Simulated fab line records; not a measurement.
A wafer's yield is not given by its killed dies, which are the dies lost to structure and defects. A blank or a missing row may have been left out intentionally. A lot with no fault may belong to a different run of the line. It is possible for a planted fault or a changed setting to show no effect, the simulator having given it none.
Chamber matching	flow n5_finfet	N5_BEOL_M9_DESCUM_33 on rie_diel-02 has 4 sister chambers
The step chemistry O2, time 7 s. 14 wafers are shown with their chamber, then 7 later ones without.

== WAFERS WITH THEIR CHAMBER ==
wafer	chamber	showerhead_plenum_p_Torr (Torr)	drypump_motor_current_A (A)	throttle_valve_pct (%)
L077.2	1	2.17	5.7	20.50
L077.3	2	2.06	5.8	20.48
L077.5	2	2.06	5.9	20.48
L075.2	2	2.06	5.8	20.49
L075.3	3	2.01	6.5	20.67
L075.5	2	2.06	5.9	20.50
L079.1	0	2.09	6.5	20.75
L079.3	2	2.06	5.9	20.50
L079.4	1	2.17	5.7	20.50
L076.3	1	2.17	5.7	20.49
L076.4	2	2.06	5.8	20.49
L076.5	2	2.06	5.8	20.48
L081.4	0	2.08	6.5	20.78
L081.5	1	2.17	5.7	20.50

SIGNATURES (means of the wafers above)
reading	chamber 0	chamber 1	chamber 2	chamber 3	scatter within a chamber
showerhead_plenum_p_Torr	2.0850	2.1700	2.0600	2.0100	0.00224
drypump_motor_current_A	6.500	5.700	5.843	6.500	0.0414
throttle_valve_pct	20.7650	20.4975	20.4886	20.6700	0.0101
Rule: for each reading, subtract the chamber's mean from the wafer's reading, divide by that reading's scatter and square the result; add these up over the readings and take the root, which gives the wafer's distance from the chamber. If the next closest chamber is less than 2 further off than the closest, the wafer can't be placed; otherwise it belongs to the closest. The scatter: take each reading less its chamber's mean, square it, sum over the shown wafers, divide by the number of wafers less the number of chambers, and take the root.

== WAFERS MISSING THEIR CHAMBER ==
wafer	showerhead_plenum_p_Torr (Torr)	drypump_motor_current_A (A)	throttle_valve_pct (%)
L081.6	2.05	5.8	20.51
L083.1	2.05	5.9	20.51
L083.4	2.17	5.7	20.52
L083.5	2.08	6.5	20.77
L088.1	2.16	5.7	20.53
L088.3	2.05	5.9	20.20
L088.5	2.00	6.5	20.70

== EACH ONE'S CHAMBER ==
wafer	from the rows above	in truth
L081.6	2	2
L083.1	2	2
L083.4	1	1
L083.5	0	0
L088.1	1	1
L088.3	2	2
L088.5	3	3
Placed correctly: 7 of 7. Can't be placed from these rows: 0. Number placed wrongly: 0.
